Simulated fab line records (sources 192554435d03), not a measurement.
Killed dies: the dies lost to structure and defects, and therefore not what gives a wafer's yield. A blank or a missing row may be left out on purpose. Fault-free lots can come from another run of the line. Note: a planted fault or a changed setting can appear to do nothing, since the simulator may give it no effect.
Matching of chambers ; flow n5_finfet ; 3 sister chambers for N5_BEOL_M0_SAQP_PECVD_96 on pecvd-01
The step deposits a-Si from SiH4/He, target thk 45 nm, time 45.2 s. 3 wafers are shown with their chamber, then 8 later ones without.

WAFERS, EACH WITH ITS CHAMBER
wafer;chamber;throttle_valve_pct (%)
L083.1;2;18.9
L088.5;1;18.1
L092.2;0;19.7

WAFERS WITH NO CHAMBER GIVEN
wafer;throttle_valve_pct (%)
L092.4;19.7
L092.5;19.2
L094.2;18.1
L094.4;18.2
L094.6;19.7
L096.1;19.2
L096.5;19.9
L096.6;19.0

WHICH CHAMBER EACH WENT THROUGH
wafer;from the rows above;in truth
L092.4;0;0
L092.5;can't be placed: 2 or 0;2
L094.2;1;1
L094.4;1;1
L094.6;0;0
L096.1;can't be placed: 2 or 0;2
L096.5;0;0
L096.6;2;2
Correct placement for 6 of the 8. From these rows, 2 cannot be placed; in 2 the true chamber is one of the candidates. Placed wrongly: 0.
How it was worked out, from the rows above alone: a wafer's distance from a chamber is the root of the sum, over the readings, of the square of ((its reading less the chamber's mean) divided by the reading's scatter). The wafer belongs to the nearest chamber; if the next one is less than 2 further off, it can't be placed. The mean given for a chamber averages the wafers shown for that chamber. The scatter (one wafer shown for each chamber): square how far every hidden wafer sits from the nearest shown wafer, average those squares and take the square root.
